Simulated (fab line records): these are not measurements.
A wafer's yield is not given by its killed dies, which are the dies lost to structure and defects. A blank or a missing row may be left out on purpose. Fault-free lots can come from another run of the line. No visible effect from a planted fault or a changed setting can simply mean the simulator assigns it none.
Matching of chambers || flow n5-finfet || 4 sister chambers for N5_DUMMY_GATE_DESCUM_20 on rie-diel-04
The step chemistry O2, time 6.2 s. 4 wafers are shown with their chamber, then 11 later ones without.

== WAFERS PAIRED WITH THEIR CHAMBERS ==
{"wafer": "L080.6", "chamber": 2, "drypump-motor-current-A (A)": 6.3}
{"wafer": "L084.1", "chamber": 1, "drypump-motor-current-A (A)": 5.0}
{"wafer": "L084.4", "chamber": 0, "drypump-motor-current-A (A)": 5.1}
{"wafer": "L087.3", "chamber": 3, "drypump-motor-current-A (A)": 6.1}

== WAFERS WITHOUT THEIR CHAMBER ==
{"wafer": "L087.4", "drypump-motor-current-A (A)": 6.2}
{"wafer": "L087.6", "drypump-motor-current-A (A)": 6.1}
{"wafer": "L088.3", "drypump-motor-current-A (A)": 5.0}
{"wafer": "L088.5", "drypump-motor-current-A (A)": 5.1}
{"wafer": "L088.6", "drypump-motor-current-A (A)": 5.0}
{"wafer": "L091.1", "drypump-motor-current-A (A)": 5.1}
{"wafer": "L091.4", "drypump-motor-current-A (A)": 6.3}
{"wafer": "L091.5", "drypump-motor-current-A (A)": 6.3}
{"wafer": "L096.1", "drypump-motor-current-A (A)": 6.1}
{"wafer": "L096.2", "drypump-motor-current-A (A)": 5.1}
{"wafer": "L096.6", "drypump-motor-current-A (A)": 6.2}

== THE CHAMBER EACH PASSED THROUGH ==
{"wafer": "L087.4", "from the rows above": "can't be placed: 2 or 3", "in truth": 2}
{"wafer": "L087.6", "from the rows above": 3, "in truth": 3}
{"wafer": "L088.3", "from the rows above": 1, "in truth": 1}
{"wafer": "L088.5", "from the rows above": 0, "in truth": 0}
{"wafer": "L088.6", "from the rows above": 1, "in truth": 1}
{"wafer": "L091.1", "from the rows above": 0, "in truth": 0}
{"wafer": "L091.4", "from the rows above": 2, "in truth": 2}
{"wafer": "L091.5", "from the rows above": 2, "in truth": 2}
{"wafer": "L096.1", "from the rows above": 3, "in truth": 3}
{"wafer": "L096.2", "from the rows above": 0, "in truth": 0}
{"wafer": "L096.6", "from the rows above": "can't be placed: 2 or 3", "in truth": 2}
Correct placement for 9 of the 11. Cannot be placed on the basis of these rows: 2; the candidates contain the true chamber in 2. Number placed wrongly: 0.
How it was worked out, from the rows above alone: a wafer's distance from a chamber is the root of the sum, over the readings, of the square of ((its reading less the chamber's mean) divided by the reading's scatter). If the next closest chamber is less than 2 further off than the closest, the wafer can't be placed; otherwise it belongs to the closest. For every chamber, the mean is computed from those of its wafers that are shown. The scatter: root of mean squared gap, hidden wafer to nearest shown wafer, with one shown wafer a chamber.
